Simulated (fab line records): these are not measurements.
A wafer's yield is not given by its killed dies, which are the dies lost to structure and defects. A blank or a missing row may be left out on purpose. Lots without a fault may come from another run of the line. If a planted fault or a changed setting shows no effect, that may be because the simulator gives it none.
One fault through the eyes of 2 desks + flow n5-finfet + numbers are kept per desk, each desk with only its own; the story behind them comes last

AT THE TOOL OWNER'S DESK: cvd-co-01
The tool's own readings at N5_BEOL_M2_CO_CAP_55 (material Co, precursor CCTBA/H2, target thk 2 nm, time 102.1 s): means of the sampled wafers that have a number, for each lot that ran on this tool. Marked OUT: a lot whose mean sits more than 4 standard deviations from the usual mean, which makes it out of limits; the brackets give that distance.
Columns: A = heater-power-w at N5_BEOL_M2_CO_CAP_55, usual 224 W; B = run-length-s at N5_BEOL_M2_CO_CAP_55, usual 124.9 s
| lot  | first seen here | A   | B               |
|------|-----------------|-----|-----------------|
| L133 | day 8 01:14     | 224 | 138.0 (+18) OUT |
| L135 | day 8 10:52     | 229 | 163.9 (+54) OUT |
| L148 | day 12 18:46    | 227 | 125.1           |
| L150 | day 14 05:17    | 202 | 124.7           |
This desk's verdict: out of limits on L133, L135, starting with L133 at day 8 01:14 (run-length-s at N5_BEOL_M2_CO_CAP_55). Within limits: L148, L150.

AT THE METROLOGY DESK
Means of the sampled wafers that have a number, per lot and without regard to the tool the lot ran on: this is what the gauges read. Marked OUT: a lot whose mean sits more than 4 standard deviations from the usual mean, which makes it out of limits; the brackets give that distance. It has 11 readings; the 7 that lie furthest out on some lot are the ones shown.
Columns: A = DIBL_P at N5_BEOL_M4_RC_MEAS_101, usual 36.6 mV/V; B = IOFF_P at N5_BEOL_M4_RC_MEAS_101, usual 0.23 nA/um; C = ION_N at N5_BEOL_M4_RC_MEAS_101, usual 682 uA/um; D = ION_P at N5_BEOL_M4_RC_MEAS_101, usual 468 uA/um; E = SS_P at N5_BEOL_M4_RC_MEAS_101, usual 73.4 mV/dec; F = VT_N at N5_BEOL_M4_RC_MEAS_101, usual 248 mV; G = VT_P at N5_BEOL_M4_RC_MEAS_101, usual -248.9 mV
| lot  | first seen here | A    | B    | C   | D   | E    | F   | G      |
|------|-----------------|------|------|-----|-----|------|-----|--------|
| L133 | day 8 01:09     | 38.2 | 0.22 | 685 | 467 | 73.5 | 250 | -251.7 |
| L135 | day 8 10:47     | 34.6 | 0.20 | 676 | 468 | 72.8 | 251 | -250.2 |
| L142 | day 10 14:19    | 36.9 | 0.29 | 697 | 481 | 73.6 | 243 | -242.8 |
| L146 | day 12 12:37    | 35.8 | 0.20 | 672 | 459 | 72.7 | 247 | -252.0 |
| L148 | day 12 18:40    | 34.1 | 0.23 | 685 | 474 | 73.6 | 249 | -245.9 |
| L150 | day 14 05:13    | 36.6 | 0.23 | 684 | 471 | 73.9 | 247 | -249.3 |
This desk's finding: nothing out of limits on any of the 6 lots.

BROUGHT TOGETHER
On L133, L135, at day 8 01:14, an alarm was possible from the tool owner's desk.
From the metrology desk's view, nothing was out of limits.
The metrology desk holds a record of L133, L135, inside its limits.
On cvd-co-01, each named lot ran N5_BEOL_M2_CO_CAP_55.

WHAT THE SIMULATOR HAD PUT IN
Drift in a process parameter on cvd-co-01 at N5_BEOL_M2_CO_CAP_55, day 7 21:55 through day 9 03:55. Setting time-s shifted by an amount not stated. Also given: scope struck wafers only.
Struck lots among those shown: L133, L135.
Delay in hours, fault start to first out-of-limits reading, by desk: the tool owner's desk at 3.
